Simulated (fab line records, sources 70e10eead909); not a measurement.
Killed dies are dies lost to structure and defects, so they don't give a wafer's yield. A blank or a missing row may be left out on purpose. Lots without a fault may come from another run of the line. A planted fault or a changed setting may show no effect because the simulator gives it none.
A struck lot beside a sound one | flow nand_harc | 15 steps out of a route of 1302
Sound: wafers L923.1, L923.2, L923.4. Struck: wafers L925.2, L925.3, L925.6. The cause comes at the end.
At each step with rows: each side's tool, then ch and its chambers, then its first start. Under that, the readings that differ: sound wafers | struck wafers | difference of the means | sigmas: that difference in standard deviations of wafers without a fault.
alike: readings whose means differ by less than 2 such deviations, and words and numbers that are the same on both sides. not compared: withheld readings, readings that some wafer has no value for, bounds like >300 that may hide the same value, and numbers for which the record gives no deviation and whose values overlap.
The two part at a step that has a row with sigmas, a row that says differs or no value, or rows on one side only. Numbers that don't overlap but have no deviation are shown without sigmas and don't part them. A reading that every wafer of one side lacks parts them only if that side has two wafers or more.

first, 7 steps without rows for these wafers: NHARC_P_GATE_HMDS_52 (time 30 s); NHARC_P_GATE_COAT_53; NHARC_P_GATE_SOFTBAKE_54 (time 95 s); NHARC_P_GATE_EBR_55; NHARC_P_GATE_EXPOSE_56 (exposes mask P PSD, target cd 720 nm); NHARC_P_GATE_PEB_57 (peb time 85 s); NHARC_P_GATE_DEVELOP_58 (time 70 s).
NHARC_P_GATE_CD_MEAS_59: target cd 720 nm.
  sound on cd_sem-03 ch 0, day 7 03:19; struck on cd_sem-02 ch 0, day 8 04:55
  alike: cd_nm
then, 1 step without rows for these wafers: NHARC_P_GATE_HARDBAKE_60 (time 80 s).
NHARC_P_GATE_DESCUM_61: chemistry O2, time 3 s.
  sound on rie_diel-07 ch 1,2,3, day 7 03:29; struck on rie_diel-01 ch 1,3, day 8 05:06
  alike: drypump_motor_current_A, o2_flow_sccm, oes_product_au, rf_vpp_V, showerhead_plenum_p_Torr, throttle_valve_pct
  not compared: rf_hours_counter_h
then, 1 step without rows for these wafers: NHARC_P_GATE_IMPLANT_62.
NHARC_P_GATE_STRIP_112: strips in N2/H2, time 200 s.
  sound on plasma_asher-01 ch 0,1, day 7 03:52; struck on plasma_asher-02 ch 0,1, day 8 05:35
  reading            | sound    | struck   | difference | sigmas
  heater_power_w (W) | 86 96 98 | 69 80 70 | -20        | -2
  alike: drypump_motor_current_A
  not compared: rf_hours_counter_h
NHARC_P_GATE_STRIP_76: strips in O2.
  sound on plasma_asher-01 ch 0,1, day 7 04:08; struck on plasma_asher-02 ch 0,1, day 8 05:50
  no value came back on the struck wafers for drypump_motor_current_A (A), heater_power_w (W); on the sound wafers drypump_motor_current_A (A) reads 5.2 6.2 6.2
  not compared: rf_hours_counter_h
then, 1 step without rows for these wafers: NHARC_P_GATE_STRIP_63 (strips in SPM, time 900 s).
NHARC_END_SORT_01:
  the record has rows for the sound wafers here (prober-02 ch 0, day 25 16:16) and none for the struck ones

WHERE THEY PART
First at NHARC_P_GATE_STRIP_112; last, within this record, at NHARC_END_SORT_01.

WHY: what the simulator had put in
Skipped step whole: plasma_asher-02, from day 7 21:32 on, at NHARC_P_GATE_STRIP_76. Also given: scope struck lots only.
